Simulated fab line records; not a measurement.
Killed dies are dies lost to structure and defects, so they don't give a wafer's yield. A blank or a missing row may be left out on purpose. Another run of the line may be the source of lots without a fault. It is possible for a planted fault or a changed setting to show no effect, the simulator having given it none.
Which tool is to blame? :: flow n5 finfet :: route of 1938 steps, sampled at 1 step: 10 lots, 30 wafers

WHAT THE GAUGES SHOWED, per wafer
N5_BEOL_M6_OVL_MEAS_12.
lot: L511
measured: day 10 13:22
on: overlay-01
M6_OVL (nm): -0.8 -0.2 0.1

lot: L517
measured: day 11 20:53
on: overlay-01
M6_OVL (nm): -0.1 0.0 1.5

lot: L520
measured: day 12 15:52
on: overlay-02
M6_OVL (nm): 1.6 1.0 0.6

lot: L522
measured: day 13 03:56
on: overlay-02
M6_OVL (nm): 0.2 0.8 -0.2

lot: L523
measured: day 13 11:56
on: overlay-02
M6_OVL (nm): -0.4 -0.1 0.5

lot: L526
measured: day 14 12:00
on: overlay-02
M6_OVL (nm): 1.0 1.8 2.1

lot: L527
measured: day 14 20:35
on: overlay-02
M6_OVL (nm): 0.3 0.7 0.6

lot: L529
measured: day 14 21:06
on: overlay-01
M6_OVL (nm): 0.2 -0.1 0.1

lot: L530
measured: day 15 09:06
on: overlay-01
M6_OVL (nm): 1.8 0.4 1.0

lot: L531
measured: day 15 21:39
on: overlay-01
M6_OVL (nm): 0.8 -0.5 -0.5

WHAT TOOL EACH LOT RAN ON (gives the tool, then ch and the chambers of the sampled wafers, and finally the start)
Before these readings, the record contains no process step.

THE ANSWER, worked out from the rows above alone
Rule: the lots themselves supply what counts as usual. The widest of any qualifying gaps counts: lots, ordered by their means at a reading, are off when they make up no more than a third of the lots, leave a main group of 4 or more, and stand apart from it by 3 or more times the standard deviation of that group's means. A main group whose means are all the same, to the digits that the tables above print for the reading, isn't used. A lot without any number at a reading at which 4 lots or more have one is off too. Where the step has rows for the other lots, those lots are counted as sound.
None of the lots is off at any reading shown; this tells nothing.

WHAT THE SIMULATOR HAD INSERTED
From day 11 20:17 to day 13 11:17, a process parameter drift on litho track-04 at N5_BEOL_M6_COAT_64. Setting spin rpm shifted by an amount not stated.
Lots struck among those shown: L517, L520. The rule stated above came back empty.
